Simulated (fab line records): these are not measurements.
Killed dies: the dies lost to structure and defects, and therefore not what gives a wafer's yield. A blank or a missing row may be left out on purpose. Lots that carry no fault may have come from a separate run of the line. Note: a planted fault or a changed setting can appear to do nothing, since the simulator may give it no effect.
Chamber matching / flow n5-finfet / rie-diel-02 running N5_BEOL_M7_STRIP_67: 4 sister chambers
The step strips in CF4. 20 wafers are shown with their chamber, then 10 later ones without.

== WAFERS PAIRED WITH THEIR CHAMBERS ==
wafer=L075.1; chamber=3; throttle-valve-pct (%)=14.06; drypump-motor-current-A (A)=4.9; showerhead-plenum-p-Torr (Torr)=1.72
wafer=L075.2; chamber=0; throttle-valve-pct (%)=13.16; drypump-motor-current-A (A)=5.7; showerhead-plenum-p-Torr (Torr)=1.82
wafer=L075.3; chamber=2; throttle-valve-pct (%)=13.80; drypump-motor-current-A (A)=5.8; showerhead-plenum-p-Torr (Torr)=1.79
wafer=L075.4; chamber=3; throttle-valve-pct (%)=14.04; drypump-motor-current-A (A)=4.9; showerhead-plenum-p-Torr (Torr)=1.72
wafer=L075.5; chamber=2; throttle-valve-pct (%)=13.81; drypump-motor-current-A (A)=5.8; showerhead-plenum-p-Torr (Torr)=1.79
wafer=L075.6; chamber=0; throttle-valve-pct (%)=13.17; drypump-motor-current-A (A)=5.6; showerhead-plenum-p-Torr (Torr)=1.82
wafer=L076.1; chamber=3; throttle-valve-pct (%)=14.06; drypump-motor-current-A (A)=4.9; showerhead-plenum-p-Torr (Torr)=1.72
wafer=L076.2; chamber=2; throttle-valve-pct (%)=13.80; drypump-motor-current-A (A)=5.8; showerhead-plenum-p-Torr (Torr)=1.79
wafer=L076.3; chamber=0; throttle-valve-pct (%)=13.18; drypump-motor-current-A (A)=5.7; showerhead-plenum-p-Torr (Torr)=1.82
wafer=L076.4; chamber=0; throttle-valve-pct (%)=13.18; drypump-motor-current-A (A)=5.7; showerhead-plenum-p-Torr (Torr)=1.82
wafer=L076.5; chamber=3; throttle-valve-pct (%)=14.06; drypump-motor-current-A (A)=4.9; showerhead-plenum-p-Torr (Torr)=1.72
wafer=L076.6; chamber=2; throttle-valve-pct (%)=13.80; drypump-motor-current-A (A)=5.8; showerhead-plenum-p-Torr (Torr)=1.79
wafer=L077.2; chamber=3; throttle-valve-pct (%)=14.07; drypump-motor-current-A (A)=4.9; showerhead-plenum-p-Torr (Torr)=1.72
wafer=L077.4; chamber=0; throttle-valve-pct (%)=13.20; drypump-motor-current-A (A)=5.7; showerhead-plenum-p-Torr (Torr)=1.82
wafer=L077.5; chamber=3; throttle-valve-pct (%)=14.07; drypump-motor-current-A (A)=4.9; showerhead-plenum-p-Torr (Torr)=1.72
wafer=L080.2; chamber=3; throttle-valve-pct (%)=14.09; drypump-motor-current-A (A)=4.9; showerhead-plenum-p-Torr (Torr)=1.72
wafer=L080.3; chamber=1; throttle-valve-pct (%)=13.12; drypump-motor-current-A (A)=6.4; showerhead-plenum-p-Torr (Torr)=1.75
wafer=L080.6; chamber=0; throttle-valve-pct (%)=13.20; drypump-motor-current-A (A)=5.7; showerhead-plenum-p-Torr (Torr)=1.82
wafer=L089.1; chamber=0; throttle-valve-pct (%)=13.23; drypump-motor-current-A (A)=5.7; showerhead-plenum-p-Torr (Torr)=1.81
wafer=L089.2; chamber=1; throttle-valve-pct (%)=13.14; drypump-motor-current-A (A)=6.3; showerhead-plenum-p-Torr (Torr)=1.74

SIGNATURES, as means of the wafers listed above
reading=throttle-valve-pct; chamber 0=13.1886; chamber 1=13.1300; chamber 2=13.8025; chamber 3=14.0643; scatter within a chamber=0.0176
reading=drypump-motor-current-A; chamber 0=5.686; chamber 1=6.350; chamber 2=5.800; chamber 3=4.900; scatter within a chamber=0.0291
reading=showerhead-plenum-p-Torr; chamber 0=1.8186; chamber 1=1.7450; chamber 2=1.7900; chamber 3=1.7200; scatter within a chamber=0.00291
Rule: a wafer lies at a distance from a chamber equal to the root of the sum of squares, over the readings, of (its reading less the chamber's mean, divided by the reading's scatter). The wafer belongs to the nearest chamber; if the next one is less than 2 further off, it can't be placed. The scatter: the root of (the sum of the squares of (reading less its chamber's mean) over the shown wafers, divided by (wafers less chambers)).

== WAFERS WITHOUT THEIR CHAMBER ==
wafer=L089.3; throttle-valve-pct (%)=14.09; drypump-motor-current-A (A)=4.9; showerhead-plenum-p-Torr (Torr)=1.72
wafer=L089.4; throttle-valve-pct (%)=13.85; drypump-motor-current-A (A)=5.9; showerhead-plenum-p-Torr (Torr)=1.79
wafer=L089.5; throttle-valve-pct (%)=13.12; drypump-motor-current-A (A)=6.3; showerhead-plenum-p-Torr (Torr)=1.74
wafer=L089.6; throttle-valve-pct (%)=13.23; drypump-motor-current-A (A)=5.7; showerhead-plenum-p-Torr (Torr)=1.81
wafer=L091.3; throttle-valve-pct (%)=14.10; drypump-motor-current-A (A)=4.9; showerhead-plenum-p-Torr (Torr)=1.72
wafer=L091.5; throttle-valve-pct (%)=13.13; drypump-motor-current-A (A)=6.3; showerhead-plenum-p-Torr (Torr)=1.74
wafer=L091.6; throttle-valve-pct (%)=13.87; drypump-motor-current-A (A)=5.8; showerhead-plenum-p-Torr (Torr)=1.78
wafer=L092.2; throttle-valve-pct (%)=13.88; drypump-motor-current-A (A)=5.8; showerhead-plenum-p-Torr (Torr)=1.78
wafer=L092.3; throttle-valve-pct (%)=14.12; drypump-motor-current-A (A)=4.9; showerhead-plenum-p-Torr (Torr)=1.72
wafer=L092.6; throttle-valve-pct (%)=13.16; drypump-motor-current-A (A)=6.4; showerhead-plenum-p-Torr (Torr)=1.74

== CHAMBER TAKEN BY EACH ==
wafer=L089.3; from the rows above=3; in truth=3
wafer=L089.4; from the rows above=2; in truth=2
wafer=L089.5; from the rows above=1; in truth=1
wafer=L089.6; from the rows above=0; in truth=0
wafer=L091.3; from the rows above=3; in truth=3
wafer=L091.5; from the rows above=1; in truth=1
wafer=L091.6; from the rows above=2; in truth=2
wafer=L092.2; from the rows above=2; in truth=2
wafer=L092.3; from the rows above=3; in truth=3
wafer=L092.6; from the rows above=1; in truth=1
Correct placement for 10 of the 10. Left unplaced by these rows: 0. Wrongly placed: 0.
